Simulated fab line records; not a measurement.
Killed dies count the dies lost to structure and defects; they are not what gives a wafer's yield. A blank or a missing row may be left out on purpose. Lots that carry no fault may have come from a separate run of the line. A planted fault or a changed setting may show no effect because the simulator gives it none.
fab line records	flow n5Finfet
record lots=24	wafers=72	lastDay=19
route steps=1938 shown MOL_CONTACT_COAG@578 BEOL_M0_SAQP@634
lots with no fault: from the same line, run without faults
startH: hours from the record's opening day to when the first of the lot's shown wafers began	waitH: hours since the lot's step before	" repeats the value in the row above	L1.1+2: a single row standing in for several wafers	- no value, or no start was given	* or withheld: withheld	< > ~ a bound
route shown NAME@n: names a module that has steps shown in the file, with the first one's number in the route	usual: average and standard deviation across the fault-free wafers	same: alike in all rows	chamber/n: place in a boat	sites: each site's reading	_std_site: the standard deviation of these	_edge_site: mean of outer sites minus mean of inner sites	radiusMm: how far each site lies from the wafer's centre	mask NAME#n: copy n	behind: the most recent tool/chamber to have shaped the wafer	hold: reason for holding the lot/hours on hold/outcome of the hold	device: names the non-switching transistor (n, p or np)	end of line: the tests these same wafers got at the end of their route	for a step that has no rows: nothing shown but its recipe	killed: the dies lost at the first sort to structure and to defects; this is not the yield of the wafer	map: dies across one wafer; x = killed, . = not, _ = none there
set.NAME: the setting the step ran with; set.NAME@STEP: the setting that earlier step ran with	model.NAME: the simulator's own value behind a step, which no gauge read
one table for each step of the route and one row for each wafer, over a sample of lots
services: when a tool's chamber went out of use (startH, in hours from the record's first day, below 0 if earlier), for how many hours, and the reason
## steps
# step N5_MOL_CONTACT_COAG_ETCH_90
# recipe chemistry=CF4	target=SiARC	targetDepthA=130	maskMaterial=CAR-EUV	timeS=21.7	ionEnergyEv=80	pressureMtorr=40	sourceW=545	biasW=36	Ar_flow_sccm=100	cf4FlowSccm=100	ends=cleared
# usual biasW=35.99/0.12	drypumpMotorCurrentA=5.73/0.25	etchRfOnTimeS=21.7/0.41	oesProductAu=0.70/0.079	rfVppV=184.4/1.2	showerheadPlenumPTorr=2.18/0.068	throttleValvePct=15.50/0.26
lot.wafer	tool	chamber	startH	waitH	biasW	drypumpMotorCurrentA	etchRfOnTimeS	oesProductAu	rfHoursCounterH	rfVppV	showerheadPlenumPTorr	throttleValvePct
L074.2	rieDiel-05	1	107.20	0.0	36.24	5.80	21.6	0.58	247	185.0	2.20	15.54
L074.3	"	2	"	"	35.80	6.15	21.5	0.75	42	184.4	2.16	15.61
L074.6	"	1	"	"	36.00	5.81	21.7	0.58	-	184.8	2.20	15.56
L075.2	rieDiel-04	3	107.85	0.0	35.80	6.03	21.3	0.79	17	185.0	2.28	15.50
L075.3	"	1	"	"	36.16	6.08	22.3	0.57	238	184.2	2.18	15.86
L075.5	"	0	"	"	36.09	5.42	22.7	0.59	-	182.5	2.13	15.61
L076.1	rieDiel-05	0	112.17	0.0	36.01	5.59	21.6	0.69	88	185.1	2.16	15.27
L076.4	"	2	"	"	36.01	6.13	21.6	0.75	44	184.8	2.16	15.62
L076.5	"	0	"	"	35.99	5.55	21.6	0.69	-	184.0	2.16	15.26
L077.3	rieDiel-04	1	121.81	0.0	35.94	6.06	22.1	0.56	245	184.5	2.18	15.89
L077.5	"	1	"	"	35.90	6.05	22.2	0.57	-	183.8	2.18	15.88
L077.6	"	2	"	"	35.85	5.43	21.6	0.60	-	183.0	2.04	15.99
L078.1	rieDiel-06	1	132.64	0.0	36.09	5.61	21.4	0.74	62	182.7	2.10	15.39
L078.2	"	3	"	"	35.85	5.26	21.2	0.61	236	184.3	2.20	15.54
L078.3	"	2	"	"	35.74	5.73	21.7	0.77	23	184.9	2.28	15.19
L079.2	rieDiel-04	3	136.61	0.0	35.92	6.03	21.4	0.77	28	186.7	2.28	15.51
L079.4	"	0	"	"	36.10	5.49	22.4	0.59	-	185.1	2.13	15.62
L079.6	"	3	"	"	36.05	6.02	21.4	0.77	-	185.8	2.28	15.49
L081.2	rieDiel-05	2	141.48	0.0	35.89	6.12	21.7	0.73	58	184.3	2.16	15.67
L081.3	"	3	"	"	36.01	5.88	22.0	0.58	240	182.8	2.13	15.95
L081.5	"	3	"	"	35.90	5.96	22.1	0.59	-	185.6	2.13	15.96
L080.1	rieDiel-05	1	145.41	0.0	35.88	5.79	21.8	0.83	2	184.7	2.19	15.05
L080.2	"	3	"	"	35.92	5.90	21.9	0.59	242	183.1	2.13	15.95
L080.6	"	2	"	"	36.06	6.18	21.9	0.72	-	184.5	2.16	15.67
L082.4	rieDiel-06	0	148.35	0.0	36.12	5.60	21.8	0.73	42	186.4	2.27	15.60
L082.5	"	3	"	"	35.94	5.27	21.1	0.61	-	183.8	2.20	15.56
L082.6	"	0	"	"	36.04	5.59	22.0	0.74	-	184.5	2.27	15.57
L083.2	rieDiel-04	2	158.06	0.0	36.09	5.45	21.6	0.59	214	182.4	2.03	16.04
L083.3	"	3	"	"	35.82	6.02	21.3	0.75	38	185.1	2.27	15.52
L083.5	"	3	"	"	35.94	6.00	21.3	0.76	-	185.5	2.27	15.52
L084.1	rieDiel-04	0	158.61	0.0	35.99	5.45	22.5	0.58	225	183.5	2.13	15.64
L084.4	"	1	"	"	36.04	6.02	21.2	0.85	3	183.9	2.18	15.37
L084.6	"	0	"	"	35.92	5.46	22.5	0.58	-	184.0	2.13	15.64
L085.2	rieDiel-05	3	165.60	0.0	36.11	5.90	22.3	0.58	249	183.7	2.13	15.96
L085.3	"	1	"	"	35.93	5.81	22.1	0.80	9	186.5	2.19	15.09
L085.6	"	0	"	"	36.05	5.56	21.8	0.67	-	186.2	2.15	15.31
L086.2	rieDiel-05	3	169.67	0.0	35.98	5.95	22.2	0.57	251	183.0	2.13	15.98
L086.3	"	1	"	"	35.96	5.80	22.1	0.79	11	185.3	2.19	15.09
L086.4	"	0	"	"	36.10	5.62	21.9	0.67	112	182.7	2.15	15.31
L087.1	rieDiel-06	2	180.14	0.0	35.80	5.75	21.3	0.75	40	186.6	2.27	15.24
L087.2	"	1	"	"	36.12	5.58	21.1	0.72	79	183.3	2.10	15.42
L087.6	"	1	"	"	36.03	5.62	20.9	0.72	-	183.8	2.10	15.40
L088.2	rieDiel-05	0	184.79	0.0	36.14	5.56	22.1	0.66	117	183.3	2.15	15.32
L088.5	"	1	"	"	36.01	5.79	22.0	0.78	-	185.0	2.19	15.09
L088.6	"	2	"	"	36.09	6.16	22.3	0.71	-	184.4	2.15	15.67
L089.2	rieDiel-06	2	187.54	0.0	36.00	5.72	21.4	0.75	42	185.2	2.27	15.25
L089.4	"	1	"	"	35.82	5.59	21.4	0.72	-	183.9	2.10	15.43
L089.5	"	2	"	"	36.20	5.74	21.5	0.74	-	185.7	2.27	15.26
L090.2	rieDiel-04	3	195.40	0.0	35.91	6.00	21.4	0.73	50	185.7	2.27	15.53
L090.3	"	1	"	"	36.17	6.08	21.1	0.81	14	185.0	2.17	15.38
L090.4	"	0	"	"	36.09	5.42	22.4	0.57	237	184.0	2.12	15.67
L091.3	rieDiel-05	2	201.26	0.0	36.04	6.16	22.1	0.70	81	184.8	2.15	15.69
L091.4	"	0	"	"	36.06	5.57	21.7	0.65	-	185.3	2.15	15.33
L091.6	"	1	"	"	36.04	5.83	22.3	0.76	-	184.5	2.19	15.10
L092.4	rieDiel-06	2	211.53	0.0	36.10	5.74	21.7	0.73	51	185.5	2.27	15.25
L092.5	"	0	"	"	36.09	5.60	21.5	0.72	-	185.8	2.26	15.63
L092.6	"	1	"	"	36.23	5.60	21.2	0.71	-	183.5	2.09	15.44
L093.1	rieDiel-06	2	217.72	0.0	35.94	5.76	21.5	0.73	53	183.1	2.27	15.26
L093.2	"	3	"	"	36.02	5.26	20.9	0.84	6	183.3	2.20	15.09
L093.4	"	1	"	"	36.00	5.61	21.1	0.71	91	183.9	2.09	15.45
L094.1	rieDiel-06	3	223.60	0.0	36.07	5.27	21.0	0.84	8	184.9	2.20	15.07
L094.2	"	2	"	"	35.96	5.76	21.3	0.74	54	186.2	2.27	15.26
L094.3	"	1	"	"	35.91	5.59	21.2	0.71	92	183.1	2.09	15.43
L095.1	rieDiel-05	0	232.98	0.0	35.85	5.59	22.0	0.65	136	183.8	2.14	15.36
L095.4	"	3	"	"	36.12	5.96	22.2	0.80	6	182.9	2.12	15.48
L095.5	"	3	"	"	36.14	5.90	22.1	0.81	-	184.9	2.12	15.48
L096.3	rieDiel-05	3	238.04	0.0	35.95	5.93	22.1	0.79	8	183.9	2.12	15.49
L096.5	"	3	"	"	36.00	5.94	22.1	0.80	-	183.5	2.12	15.49
L096.6	"	0	"	"	35.86	5.59	21.8	0.65	-	184.7	2.14	15.37
L097.1	rieDiel-06	1	240.67	0.0	36.17	5.60	21.3	0.71	97	183.8	2.09	15.45
L097.5	"	1	"	"	36.09	5.61	21.2	0.71	-	181.4	2.09	15.44
L097.6	"	0	"	"	35.97	5.61	21.8	0.70	-	185.4	2.26	15.66
# step N5_MOL_CONTACT_COAG_ETCH_65
# recipe chemistry=N2/H2	target=underlayer	targetDepthA=130	maskMaterial=CAR-EUV	timeS=10.4	ionEnergyEv=200	pressureMtorr=30	sourceW=840	biasW=150	n2FlowSccm=200	h2FlowSccm=200	ends=cleared
# usual biasW=149.9/0.45	drypumpMotorCurrentA=5.72/0.26	etchRfOnTimeS=10.40/0.22	oesProductAu=0.70/0.078	rfVppV=525.0/2.7	showerheadPlenumPTorr=2.58/0.086	throttleValvePct=17.78/0.3
lot.wafer	tool	chamber	startH	waitH	biasW	drypumpMotorCurrentA	etchRfOnTimeS	oesProductAu	rfHoursCounterH	rfVppV	showerheadPlenumPTorr	throttleValvePct
L074.2	rieDiel-05	2	109.11	0.0	150.0	6.14	10.37	0.75	43	524.3	2.59	17.94
L074.3	"	3	"	"	149.0	5.91	10.58	0.59	225	523.1	2.52	18.20
L074.6	"	2	"	"	149.7	6.14	10.54	0.75	-	524.1	2.59	17.97
L075.2	rieDiel-05	0	109.22	0.0	149.4	5.57	10.47	0.69	86	525.7	2.56	17.48
L075.3	"	2	"	"	149.4	6.14	10.53	0.74	43	525.0	2.59	17.97
L075.5	"	2	"	"	149.2	6.12	10.58	0.74	-	525.3	2.59	17.96
L076.1	rieDiel-06	2	113.56	0.0	149.6	5.78	10.31	0.79	16	527.5	2.70	17.30
L076.4	"	0	"	"	149.4	5.59	10.61	0.75	29	528.9	2.72	17.86
L076.5	"	0	"	"	149.7	5.60	10.57	0.75	-	527.5	2.72	17.86
L077.3	rieDiel-05	3	123.34	0.0	149.9	5.95	10.75	0.58	232	522.7	2.52	18.25
L077.5	"	2	"	"	150.1	6.16	10.62	0.73	-	527.1	2.59	17.99
L077.6	"	0	"	"	150.3	5.53	10.49	0.68	-	524.7	2.56	17.50
L078.1	rieDiel-05	2	134.23	0.0	149.7	6.15	10.53	0.73	55	523.9	2.59	17.99
L078.2	"	3	"	"	150.8	5.95	10.67	0.59	238	524.9	2.51	18.23
L078.3	"	0	"	"	150.4	5.59	10.48	0.68	98	524.2	2.56	17.50
L079.2	rieDiel-05	3	138.38	0.0	149.8	5.88	10.74	0.58	239	523.2	2.51	18.22
L079.4	"	2	"	"	149.7	6.16	10.54	0.73	-	525.0	2.59	18.00
L079.6	"	3	"	"	149.9	5.92	10.76	0.58	-	523.9	2.51	18.22
L081.2	rieDiel-06	3	142.71	0.0	149.7	5.28	10.17	0.60	240	524.1	2.61	17.78
L081.3	"	2	"	"	149.4	5.75	10.21	0.77	27	529.1	2.70	17.33
L081.5	"	0	"	"	150.3	5.57	10.57	0.73	-	528.4	2.71	17.88
L080.1	rieDiel-06	1	146.98	0.0	150.0	5.61	10.09	0.74	67	521.5	2.48	17.74
L080.2	"	2	"	"	150.1	5.74	10.11	0.77	28	529.2	2.70	17.34
L080.6	"	3	"	"	149.5	5.29	10.13	0.60	-	525.6	2.61	17.78
L082.4	rieDiel-06	2	149.95	0.0	150.6	5.77	10.08	0.77	29	529.6	2.70	17.31
L082.5	"	3	"	"	149.8	5.26	9.96	0.60	-	524.9	2.60	17.77
L082.6	"	0	"	"	150.1	5.59	10.50	0.73	-	527.2	2.71	17.89
L083.2	rieDiel-05	2	159.64	0.0	149.9	6.15	10.45	0.73	64	526.2	2.58	18.01
L083.3	"	0	"	"	150.0	5.57	10.45	0.67	108	524.2	2.55	17.52
L083.5	"	2	"	"	149.6	6.14	10.56	0.72	-	523.4	2.58	18.00
L084.1	rieDiel-04	0	159.84	0.0	150.1	5.42	10.90	0.58	225	522.7	2.51	17.90
L084.4	"	1	"	"	150.0	6.02	10.34	0.84	3	525.5	2.60	17.67
L084.6	"	2	"	"	150.0	5.47	10.55	0.59	-	519.9	2.42	18.41
L085.2	rieDiel-06	3	166.95	0.0	149.4	5.27	10.18	0.59	248	525.8	2.60	17.78
L085.3	"	1	"	"	149.8	5.59	10.04	0.74	74	521.8	2.48	17.77
L085.6	"	2	"	"	150.0	5.76	10.24	0.75	-	527.3	2.69	17.33
L086.2	rieDiel-04	1	171.16	0.0	148.8	6.06	10.07	0.82	7	525.5	2.60	17.66
L086.3	"	2	"	"	149.8	5.47	10.40	0.59	219	520.1	2.42	18.40
L086.4	"	0	"	"	149.9	5.41	10.77	0.57	229	522.9	2.51	17.90
L087.1	rieDiel-06	1	181.98	0.0	151.0	5.61	10.12	0.73	79	520.2	2.48	17.76
L087.2	"	0	"	"	149.6	5.57	10.52	0.71	54	528.1	2.71	17.91
L087.6	"	0	"	"	149.4	5.59	10.36	0.72	-	528.6	2.71	17.88
L088.2	rieDiel-06	2	186.52	0.0	149.6	5.75	10.21	0.74	42	529.1	2.69	17.35
L088.5	"	0	"	"	149.4	5.58	10.51	0.72	-	527.6	2.70	17.90
L088.6	"	2	"	"	149.9	5.77	10.25	0.74	-	530.3	2.69	17.35
L089.2	rieDiel-04	2	189.27	0.0	149.6	5.46	10.54	0.58	223	520.3	2.42	18.42
L089.4	"	3	"	"	149.8	6.04	10.25	0.75	48	527.7	2.71	17.83
L089.5	"	2	"	"	149.7	5.46	10.63	0.58	-	519.4	2.42	18.40
L090.2	rieDiel-06	3	196.85	0.0	149.8	5.27	10.26	0.87	1	526.4	2.60	17.36
L090.3	"	1	"	"	150.7	5.66	10.19	0.71	85	521.0	2.47	17.79
L090.4	"	2	"	"	150.3	5.75	10.26	0.74	47	528.5	2.69	17.35
L091.3	rieDiel-05	1	202.61	0.0	149.3	5.80	10.58	0.77	23	525.8	2.59	17.26
L091.4	"	2	"	"	149.7	6.17	10.51	0.70	-	524.9	2.58	18.03
L091.6	"	1	"	"	150.0	5.82	10.56	0.77	-	525.8	2.59	17.25
L092.4	rieDiel-06	0	212.95	0.0	149.7	5.57	10.43	0.70	64	526.7	2.70	17.90
L092.5	"	1	"	"	149.6	5.62	10.18	0.71	-	521.3	2.47	17.79
L092.6	"	2	"	"	150.0	5.72	10.23	0.74	-	528.6	2.69	17.36
L093.1	rieDiel-05	0	219.16	0.0	149.4	5.58	10.45	0.66	131	525.6	2.54	17.56
L093.2	"	3	"	"	150.5	5.93	10.60	0.83	1	524.1	2.51	17.83
L093.4	"	1	"	"	150.5	5.82	10.58	0.77	30	525.4	2.59	17.27
L094.1	rieDiel-04	3	225.46	0.0	150.4	6.04	10.15	0.74	59	527.3	2.70	17.84
L094.2	"	2	"	"	149.8	5.45	10.48	0.58	234	519.7	2.41	18.42
L094.3	"	1	"	"	149.1	6.06	10.05	0.80	23	524.3	2.59	17.70
L095.1	rieDiel-04	2	234.77	0.0	150.0	5.46	10.50	0.58	236	520.0	2.41	18.42
L095.4	"	0	"	"	149.7	5.45	10.84	0.56	248	522.9	2.50	17.91
L095.5	"	0	"	"	149.7	5.43	10.81	0.56	-	520.8	2.50	17.93
L096.3	rieDiel-06	3	240.44	0.0	150.3	5.27	10.24	0.83	12	523.8	2.60	17.36
L096.5	"	0	"	"	150.4	5.57	10.45	0.70	-	527.3	2.70	17.93
L096.6	"	1	"	"	149.5	5.62	10.29	0.71	-	523.1	2.47	17.80
L097.1	rieDiel-05	1	242.31	0.0	149.2	5.81	10.46	0.75	37	524.5	2.59	17.30
L097.5	"	3	"	"	150.7	5.89	10.64	0.79	-	521.6	2.50	17.84
L097.6	"	0	"	"	150.2	5.57	10.48	0.65	-	524.4	2.54	17.58
# step N5_MOL_CONTACT_COAG_CVD_140
# recipe material=W	targetThkA=665	mode=selectiveFill	tempC=300	timeS=215
# usual heaterPowerW=467/34
lot.wafer	tool	chamber	startH	waitH	heaterPowerW
L074.2	cvdW-02	1	110.70	0.1	460
L074.3	"	1	"	"	470
L074.6	"	0	"	"	526
L075.2	cvdW-01	0	111.05	0.1	431
L075.3	"	1	"	"	500
L075.5	"	0	"	"	431
L076.1	cvdW-01	1	114.49	0.1	500
L076.4	"	1	"	"	489
L076.5	"	0	"	"	425
L077.3	cvdW-01	0	124.87	0.1	425
L077.5	"	0	"	"	435
L077.6	"	1	"	"	492
L078.1	cvdW-01	1	135.69	0.1	481
L078.2	"	0	"	"	421
L078.3	"	1	"	"	488
L079.2	cvdW-01	0	139.78	0.1	422
L079.4	"	1	"	"	487
L079.6	"	0	"	"	426
L081.2	cvdW-01	1	143.63	0.1	488
L081.3	"	0	"	"	419
L081.5	"	0	"	"	427
L080.1	cvdW-01	0	147.92	0.1	420
L080.2	"	1	"	"	489
L080.6	"	1	"	"	489
L082.4	cvdW-02	1	151.01	0.1	461
L082.5	"	0	"	"	518
L082.6	"	1	"	"	446
L083.2	cvdW-02	0	160.56	0.1	520
L083.3	"	0	"	"	521
L083.5	"	1	"	"	453
L084.1	cvdW-01	1	160.76	0.1	487
L084.4	"	1	"	"	487
L084.6	"	0	"	"	430
L085.2	cvdW-01	0	167.87	0.1	433
L085.3	"	0	"	"	426
L085.6	"	0	"	"	431
L086.2	cvdW-01	1	172.08	0.1	499
L086.3	"	1	"	"	482
L086.4	"	0	"	"	434
L087.1	cvdW-01	1	183.20	0.1	490
L087.2	"	0	"	"	427
L087.6	"	1	"	"	497
L088.2	cvdW-01	1	187.82	0.1	501
L088.5	"	1	"	"	499
L088.6	"	0	"	"	436
L089.2	cvdW-02	0	190.30	0.1	523
L089.4	"	1	"	"	440
L089.5	"	1	"	"	448
L090.2	cvdW-01	1	197.76	0.1	492
L090.3	"	1	"	"	503
L090.4	"	0	"	"	421
L091.3	cvdW-01	0	203.61	0.1	424
L091.4	"	1	"	"	499
L091.6	"	1	"	"	485
L092.4	cvdW-01	1	214.01	0.1	493
L092.5	"	1	"	"	491
L092.6	"	0	"	"	422
L093.1	cvdW-01	0	220.09	0.1	420
L093.2	"	1	"	"	481
L093.4	"	1	"	"	495
L094.1	cvdW-02	0	226.38	0.1	521
L094.2	"	1	"	"	451
L094.3	"	0	"	"	505
L095.1	cvdW-02	1	235.79	0.1	466
L095.4	"	1	"	"	452
L095.5	"	0	"	"	522
L096.3	cvdW-02	0	241.44	0.1	510
L096.5	"	1	"	"	471
L096.6	"	0	"	"	507
L097.1	cvdW-01	0	243.23	0.1	430
L097.5	"	0	"	"	426
L097.6	"	1	"	"	503
# step N5_BEOL_M0_SAQP_HM_DEP_02
# recipe material=TiN	targetThkA=120	tempC=25	chamberPressurePa=0.49996
# usual chamberPressurePa=0.4999/0.0011	throttleValvePct=30.7/0.98
lot.wafer	tool	chamber	startH	waitH	chamberPressurePa	throttleValvePct
L074.2	pvdSputter-02	-	116.41	1.6	0.4996	32.5
L074.3	"	-	"	"	0.5010	30.6
L074.6	"	-	"	"	0.4981	30.3
L075.2	pvdSputter-03	-	118.47	0.7	0.5006	30.4
L075.3	"	-	"	"	0.5007	28.9
L075.5	"	-	"	"	0.4999	28.7
L076.1	pvdSputter-01	-	121.43	0.7	0.4999	29.5
L076.4	"	-	"	"	0.5007	31.0
L076.5	"	-	"	"	0.4993	32.3
L077.3	pvdSputter-02	-	129.14	0.3	0.4981	29.9
L077.5	"	-	"	"	0.4994	31.5
L077.6	"	-	"	"	0.4980	30.0
L078.1	pvdSputter-01	-	141.08	1.3	0.4987	30.8
L078.2	"	-	"	"	0.4994	30.8
L078.3	"	-	"	"	0.4997	29.5
L079.2	pvdSputter-03	-	144.70	0.9	0.5013	31.5
L079.4	"	-	"	"	0.4994	30.8
L079.6	"	-	"	"	0.5003	28.9
L081.2	pvdSputter-03	-	148.40	0.7	0.5003	30.9
L081.3	"	-	"	"	0.4973	30.1
L081.5	"	-	"	"	0.5015	31.3
L080.1	pvdSputter-03	-	153.69	1.7	0.4997	31.2
L080.2	"	-	"	"	0.5008	30.3
L080.6	"	-	"	"	0.4986	30.4
L082.4	pvdSputter-03	-	155.06	0.1	0.4991	31.3
L082.5	"	-	"	"	0.5000	30.4
L082.6	"	-	"	"	0.4998	28.8
L083.2	pvdSputter-02	-	165.63	0.9	0.4998	32.4
L083.3	"	-	"	"	0.4993	30.3
L083.5	"	-	"	"	0.4984	30.3
L084.1	pvdSputter-02	-	169.83	2.1	0.4998	31.3
L084.4	"	-	"	"	0.5000	32.5
L084.6	"	-	"	"	0.4998	30.4
L085.2	pvdSputter-01	-	175.55	3.6	0.5023	32.1
L085.3	"	-	"	"	0.5002	30.8
L085.6	"	-	"	"	0.5003	30.9
L086.2	pvdSputter-01	-	176.53	0.4	0.5008	30.5
L086.3	"	-	"	"	0.5005	29.8
L086.4	"	-	"	"	0.5005	32.1
L087.1	pvdSputter-02	-	187.65	0.4	0.5009	31.2
L087.2	"	-	"	"	0.4995	32.4
L087.6	"	-	"	"	0.4998	32.5
L088.2	pvdSputter-01	-	191.90	0.0	0.5010	32.2
L088.5	"	-	"	"	0.4997	30.6
L088.6	"	-	"	"	0.4996	29.4
L089.2	pvdSputter-03	-	195.59	0.7	0.4997	31.2
L089.4	"	-	"	"	0.4966	30.4
L089.5	"	-	"	"	0.4993	31.3
L090.2	pvdSputter-02	-	202.50	0.7	0.4995	31.6
L090.3	"	-	"	"	0.5003	32.3
L090.4	"	-	"	"	0.5013	30.1
L091.3	pvdSputter-01	-	208.40	0.8	0.4984	30.7
L091.4	"	-	"	"	0.4987	29.5
L091.6	"	-	"	"	0.5004	30.8
L092.4	pvdSputter-01	-	219.90	1.9	0.4992	30.8
L092.5	"	-	"	"	0.4994	30.8
L092.6	"	-	"	"	0.4997	30.8
L093.1	pvdSputter-01	-	225.60	1.5	0.5001	30.9
L093.2	"	-	"	"	0.5006	29.3
L093.4	"	-	"	"	0.5009	30.6
L094.1	pvdSputter-03	-	232.67	2.2	0.4980	30.8
L094.2	"	-	"	"	0.4987	30.4
L094.3	"	-	"	"	0.5003	31.5
L095.1	pvdSputter-03	-	241.18	1.3	0.4993	31.4
L095.4	"	-	"	"	0.4994	30.5
L095.5	"	-	"	"	0.5000	30.7
L096.3	pvdSputter-02	-	245.44	0.0	0.5009	30.3
L096.5	"	-	"	"	0.5025	31.8
L096.6	"	-	"	"	0.5006	29.9
L097.1	pvdSputter-03	-	248.46	0.0	0.4997	28.8
L097.5	"	-	"	"	0.5010	30.2
L097.6	"	-	"	"	0.5010	30.8
# step N5_BEOL_M0_SAQP_CD_MEAS_25
# recipe targetCdNm=13.1	landingEnergyEv=1000	detector=seInlens
# usual cdNm=12.84/0.21
lot.wafer	tool	chamber	startH	waitH	cdNm
L074.2	cdSem-01	0	119.18	0.1	12.93
L074.3	"	0	"	"	12.95
L074.6	"	0	"	"	12.70
L075.2	cdSem-01	0	120.94	0.1	12.79
L075.3	"	0	"	"	13.02
L075.5	"	0	"	"	12.71
L076.1	cdSem-01	0	124.13	0.1	12.93
L076.4	"	0	"	"	12.92
L076.5	"	0	"	"	12.64
L077.3	cdSem-02	0	132.76	0.1	12.53
L077.5	"	0	"	"	12.97
L077.6	"	0	"	"	12.69
L078.1	cdSem-02	0	143.56	0.1	13.26
L078.2	"	0	"	"	13.03
L078.3	"	0	"	"	13.04
L079.2	cdSem-03	0	147.67	0.1	13.16
L079.4	"	0	"	"	12.83
L079.6	"	0	"	"	12.74
L081.2	cdSem-01	0	151.03	0.1	12.56
L081.3	"	0	"	"	12.86
L081.5	"	0	"	"	12.80
L080.1	cdSem-01	0	156.37	0.1	12.84
L080.2	"	0	"	"	12.70
L080.6	"	0	"	"	12.51
L082.4	cdSem-01	0	157.57	0.0	13.02
L082.5	"	0	"	"	12.74
L082.6	"	0	"	"	13.03
L083.2	cdSem-03	0	168.22	0.1	12.43
L083.3	"	0	"	"	12.89
L083.5	"	0	"	"	12.83
L084.1	cdSem-02	0	172.46	0.1	12.85
L084.4	"	0	"	"	12.67
L084.6	"	0	"	"	12.66
L085.2	cdSem-02	0	179.99	0.1	12.99
L085.3	"	0	"	"	12.99
L085.6	"	0	"	"	12.96
L086.2	cdSem-03	0	180.21	0.1	12.94
L086.3	"	0	"	"	12.92
L086.4	"	0	"	"	12.47
L087.1	cdSem-03	0	191.92	0.1	12.76
L087.2	"	0	"	"	12.83
L087.6	"	0	"	"	12.64
L088.2	cdSem-02	0	194.60	0.1	12.95
L088.5	"	0	"	"	12.80
L088.6	"	0	"	"	12.85
L089.2	cdSem-02	0	198.08	0.1	12.90
L089.4	"	0	"	"	12.61
L089.5	"	0	"	"	12.35
L090.2	cdSem-03	0	204.90	0.1	12.81
L090.3	"	0	"	"	13.12
L090.4	"	0	"	"	12.78
L091.3	cdSem-03	0	211.06	0.1	12.94
L091.4	"	0	"	"	12.62
L091.6	"	0	"	"	12.81
L092.4	cdSem-03	0	222.67	0.1	12.93
L092.5	"	0	"	"	12.79
L092.6	"	0	"	"	12.95
L093.1	cdSem-02	0	229.04	0.1	12.85
L093.2	"	0	"	"	12.96
L093.4	"	0	"	"	12.88
L094.1	cdSem-02	0	235.16	0.1	12.90
L094.2	"	0	"	"	12.77
L094.3	"	0	"	"	12.54
L095.1	cdSem-02	0	244.53	0.1	12.45
L095.4	"	0	"	"	13.01
L095.5	"	0	"	"	12.64
L096.3	cdSem-01	0	250.04	0.1	13.19
L096.5	"	0	"	"	13.09
L096.6	"	0	"	"	13.12
L097.1	cdSem-02	0	253.05	0.1	12.89
L097.5	"	0	"	"	12.64
L097.6	"	0	"	"	12.81
# step N5_BEOL_M0_SAQP_RECESS_104
# recipe chemistry=HF/NH3	target=SiO2	targetDepthA=180	afsCycles=3	tempC=30	sublimationTempC=180	sublimationTimeS=60
# usual drypumpMotorCurrentA=5.4/0.32
lot.wafer	tool	chamber	startH	waitH	drypumpMotorCurrentA
L074.2	vaporEtch-02	1	119.44	0.1	5.7
L074.3	"	1	"	"	5.7
L074.6	"	1	"	"	5.7
L075.2	vaporEtch-02	1	121.20	0.1	5.7
L075.3	"	0	"	"	5.0
L075.5	"	1	"	"	5.7
L076.1	vaporEtch-02	1	124.47	0.1	5.7
L076.4	"	0	"	"	5.0
L076.5	"	1	"	"	5.7
L077.3	vaporEtch-01	1	133.13	0.2	5.1
L077.5	"	1	"	"	5.1
L077.6	"	0	"	"	5.7
L078.1	vaporEtch-02	1	143.85	0.1	5.7
L078.2	"	0	"	"	5.0
L078.3	"	1	"	"	5.7
L079.2	vaporEtch-01	1	147.92	0.1	5.1
L079.4	"	0	"	"	5.7
L079.6	"	0	"	"	5.7
L081.2	vaporEtch-01	0	151.28	0.1	5.7
L081.3	"	0	"	"	5.7
L081.5	"	0	"	"	5.7
L080.1	vaporEtch-02	0	156.65	0.1	5.0
L080.2	"	1	"	"	5.7
L080.6	"	1	"	"	5.7
L082.4	vaporEtch-02	1	157.94	0.2	5.7
L082.5	"	1	"	"	5.7
L082.6	"	0	"	"	5.0
L083.2	vaporEtch-01	0	168.48	0.1	5.7
L083.3	"	0	"	"	5.7
L083.5	"	0	"	"	5.8
L084.1	vaporEtch-01	1	172.72	0.1	5.1
L084.4	"	0	"	"	5.7
L084.6	"	1	"	"	5.1
L085.2	vaporEtch-02	0	180.25	0.1	5.0
L085.3	"	1	"	"	5.7
L085.6	"	0	"	"	5.0
L086.2	vaporEtch-01	1	180.60	0.2	5.1
L086.3	"	1	"	"	5.1
L086.4	"	0	"	"	5.7
L087.1	vaporEtch-01	1	192.18	0.1	5.1
L087.2	"	0	"	"	5.7
L087.6	"	1	"	"	5.1
L088.2	vaporEtch-01	1	194.86	0.1	5.1
L088.5	"	0	"	"	5.7
L088.6	"	1	"	"	5.1
L089.2	vaporEtch-02	1	198.33	0.1	5.7
L089.4	"	1	"	"	5.7
L089.5	"	0	"	"	5.0
L090.2	vaporEtch-01	1	205.16	0.1	5.1
L090.3	"	1	"	"	5.1
L090.4	"	0	"	"	5.7
L091.3	vaporEtch-02	0	211.43	0.2	5.0
L091.4	"	1	"	"	5.7
L091.6	"	0	"	"	5.0
L092.4	vaporEtch-02	0	223.05	0.2	5.0
L092.5	"	1	"	"	5.7
L092.6	"	0	"	"	5.0
L093.1	vaporEtch-02	0	229.30	0.1	5.0
L093.2	"	1	"	"	5.7
L093.4	"	0	"	"	5.0
L094.1	vaporEtch-02	1	235.42	0.1	5.7
L094.2	"	0	"	"	5.0
L094.3	"	1	"	"	5.7
L095.1	vaporEtch-02	0	244.87	0.1	5.0
L095.4	"	0	"	"	5.0
L095.5	"	1	"	"	5.7
L096.3	vaporEtch-01	0	250.67	0.2	5.7
L096.5	"	0	"	"	5.7
L096.6	"	1	"	"	5.1
L097.1	vaporEtch-01	1	253.41	0.1	5.2
L097.5	"	0	"	"	5.7
L097.6	"	1	"	"	5.1
## services
tool	chamber	startH	hours	kind
rieDiel-05	3	87.35	1.4	repair
rieDiel-05	1	117.01	-	clean
rieDiel-05	1	117.01	-	consumableReplace:focusRing
rieDiel-05	1	117.01	21.5	scheduledDown
rieDiel-05	1	117.01	21.5	ventCycle
rieDiel-04	0	120.85	5.2	repair
rieDiel-04	1	135.28	-	clean
rieDiel-04	1	135.28	-	consumableReplace:focusRing
rieDiel-04	1	135.28	16.8	scheduledDown
rieDiel-04	1	135.28	16.8	ventCycle
pvdSputter-03	-	168.35	2.5	repair
rieDiel-06	3	172.28	-	clean
rieDiel-06	3	172.28	-	consumableReplace:focusRing
rieDiel-06	3	172.28	22.5	scheduledDown
rieDiel-06	3	172.28	22.5	ventCycle
rieDiel-05	3	184.85	-	clean
rieDiel-05	3	184.85	-	consumableReplace:focusRing
rieDiel-05	3	184.85	29.9	scheduledDown
rieDiel-05	3	184.85	29.9	ventCycle
rieDiel-05	-	238.15	0.8	repair
rieDiel-04	0	238.47	-	clean
rieDiel-04	0	238.47	-	consumableReplace:focusRing
rieDiel-04	0	238.47	12.6	scheduledDown
rieDiel-04	0	238.47	12.6	ventCycle
## key
fault none
